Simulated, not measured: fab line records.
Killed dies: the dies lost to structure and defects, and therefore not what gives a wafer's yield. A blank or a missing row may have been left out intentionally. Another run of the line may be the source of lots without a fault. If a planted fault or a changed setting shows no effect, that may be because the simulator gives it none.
Which of the tools did it? || flow n5_finfet || 36 wafers from 12 lots sampled at 2 of the route's 1938 steps

WHAT THE GAUGES READ, wafer by wafer
N5_BEOL_M1_CD_MEAS_28: target cd y 23.3 nm.
{"lot": "L075", "measured": "day 6 14:51", "on": "cd_sem-01", "cd_nm (nm)": "23.45 24.01 23.60"}
{"lot": "L077", "measured": "day 6 23:14", "on": "cd_sem-01", "cd_nm (nm)": "23.95 24.59 23.58"}
{"lot": "L079", "measured": "day 7 13:08", "on": "cd_sem-03", "cd_nm (nm)": "24.21 23.98 24.04"}
{"lot": "L081", "measured": "day 7 21:51", "on": "cd_sem-01", "cd_nm (nm)": "23.64 24.17 24.16"}
{"lot": "L083", "measured": "day 8 18:13", "on": "cd_sem-01", "cd_nm (nm)": "23.76 24.20 23.79"}
{"lot": "L084", "measured": "day 8 20:13", "on": "cd_sem-01", "cd_nm (nm)": "23.72 23.81 23.94"}
{"lot": "L087", "measured": "day 9 08:31", "on": "cd_sem-03", "cd_nm (nm)": "23.37 23.79 23.86"}
{"lot": "L089", "measured": "day 9 20:11", "on": "cd_sem-01", "cd_nm (nm)": "24.03 24.09 24.15"}
{"lot": "L091", "measured": "day 10 08:34", "on": "cd_sem-03", "cd_nm (nm)": "24.09 24.27 23.85"}
{"lot": "L093", "measured": "day 10 19:05", "on": "cd_sem-03", "cd_nm (nm)": "24.03 24.29 24.13"}
{"lot": "L095", "measured": "day 11 12:41", "on": "cd_sem-02", "cd_nm (nm)": "24.07 24.46 24.30"}
{"lot": "L097", "measured": "day 12 01:58", "on": "cd_sem-01", "cd_nm (nm)": "24.04 24.71 24.67"}

WHICH TOOL RAN EACH LOT (tool, then ch and the chambers of the sampled wafers, then the start)
{"lot": "L075", "N5_BEOL_M1_HM_OPEN_17": "rie_metal-03 ch 0,1, day 6 14:20"}
{"lot": "L077", "N5_BEOL_M1_HM_OPEN_17": "rie_metal-03 ch 0,1, day 6 22:44"}
{"lot": "L079", "N5_BEOL_M1_HM_OPEN_17": "rie_metal-03 ch 0,1, day 7 12:26"}
{"lot": "L081", "N5_BEOL_M1_HM_OPEN_17": "rie_metal-01 ch 1, day 7 21:19"}
{"lot": "L083", "N5_BEOL_M1_HM_OPEN_17": "rie_metal-02 ch 0,1, day 8 11:34"}
{"lot": "L084", "N5_BEOL_M1_HM_OPEN_17": "rie_metal-01 ch 0,1, day 8 19:45"}
{"lot": "L087", "N5_BEOL_M1_HM_OPEN_17": "rie_metal-02 ch 0,1, day 9 07:58"}
{"lot": "L089", "N5_BEOL_M1_HM_OPEN_17": "rie_metal-02 ch 0,1, day 9 19:42"}
{"lot": "L091", "N5_BEOL_M1_HM_OPEN_17": "rie_metal-01 ch 0,1, day 10 07:58"}
{"lot": "L093", "N5_BEOL_M1_HM_OPEN_17": "rie_metal-01 ch 0, day 10 18:28"}
{"lot": "L095", "N5_BEOL_M1_HM_OPEN_17": "rie_metal-02 ch 0,1, day 11 12:11"}
{"lot": "L097", "N5_BEOL_M1_HM_OPEN_17": "rie_metal-01 ch 0,1, day 12 01:20"}
- N5_BEOL_M1_HM_OPEN_17: chemistry Cl2/BCl3, target TiN, target depth 20 nm, overetch 6 nm.

THE ANSWER, worked out from the rows above alone
Rule: usual is defined by the lots themselves. The widest of any qualifying gaps counts: lots, ordered by their means at a reading, are off when they make up no more than a third of the lots, leave a main group of 4 or more, and stand apart from it by 3 or more times the standard deviation of that group's means. A main group whose means are all the same, to the digits that the tables above print for the reading, isn't used. A lot without any number at a reading at which 4 lots or more have one is off too. Any other lot the step has rows for is counted as sound.
No lot is off at any reading shown: from this, nothing can be told.

WHAT THE SIMULATOR HAD PUT IN
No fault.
